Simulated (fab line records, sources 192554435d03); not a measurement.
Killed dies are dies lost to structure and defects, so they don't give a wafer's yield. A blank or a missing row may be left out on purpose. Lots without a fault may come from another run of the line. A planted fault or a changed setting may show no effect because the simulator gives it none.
Which tool did it? | flow n5_finfet | 12 lots, 36 wafers sampled, at 2 steps of a route of 1938

WHAT THE GAUGES READ, wafer by wafer
N5_BEOL_M7_CD_MEAS_28: target cd 40 nm.
lot  | measured     | on        | cd_nm (nm)
L075 | day 9 10:19  | cd_sem-03 | 40.22 39.94 40.00
L077 | day 9 16:53  | cd_sem-03 | 40.18 40.11 40.18
L079 | day 10 15:16 | cd_sem-03 | 40.20 39.84 39.95
L080 | day 11 06:37 | cd_sem-03 | 40.17 40.25 40.27
L083 | day 11 14:07 | cd_sem-01 | 40.29 40.31 40.52
L085 | day 12 03:43 | cd_sem-03 | 39.46 39.98 40.09
L087 | day 12 20:58 | cd_sem-02 | 40.16 40.21 40.22
L091 | day 13 09:25 | cd_sem-02 | 40.18 40.10 40.11
L088 | day 13 18:11 | cd_sem-01 | 40.20 40.15 39.91
L095 | day 14 06:08 | cd_sem-01 | 40.56 40.01 40.18
L093 | day 15 09:12 | cd_sem-01 | 40.20 39.44 40.11
L097 | day 16 08:53 | cd_sem-02 | 40.55 39.67 40.45

WHICH TOOL RAN EACH LOT (tool, then ch and the chambers of the sampled wafers, then the start)
lot  | N5_BEOL_M7_STRIP_67
L075 | rie_diel-05 ch 0,2,3, day 9 09:44
L077 | rie_diel-03 ch 0,1, day 9 16:10
L079 | rie_diel-05 ch 1,2,3, day 10 13:11
L080 | rie_diel-03 ch 0,1, day 11 03:31
L083 | rie_diel-03 ch 0,1,2, day 11 12:44
L085 | rie_diel-03 ch 0,1,2, day 12 03:07
L087 | rie_diel-03 ch 0,2, day 12 18:29
L091 | rie_diel-05 ch 0,1, day 13 08:46
L088 | rie_diel-03 ch 0,2,3, day 13 17:14
L095 | rie_diel-04 ch 0,1,3, day 14 05:28
L093 | rie_diel-05 ch 1,2,3, day 15 06:32
L097 | rie_diel-05 ch 2,3, day 16 07:08
- N5_BEOL_M7_STRIP_67: strips in CF4.

THE ANSWER, worked out from the rows above alone
Rule: what is usual is taken from the lots themselves. Put in order of their means at a reading, lots are off if they are a third of the lots or fewer, leave a main group of 4 or more, and stand apart from it by a gap of 3 or more times the standard deviation of the main group's means; of several such gaps the widest counts. A main group whose means are all the same, to the digits that the tables above print for the reading, isn't used. A lot without any number at a reading at which 4 lots or more have one is off too. The other lots that the step has rows for count as sound.
No lot is off at any reading shown: from this, nothing can be told.

WHAT THE SIMULATOR HAD PUT IN
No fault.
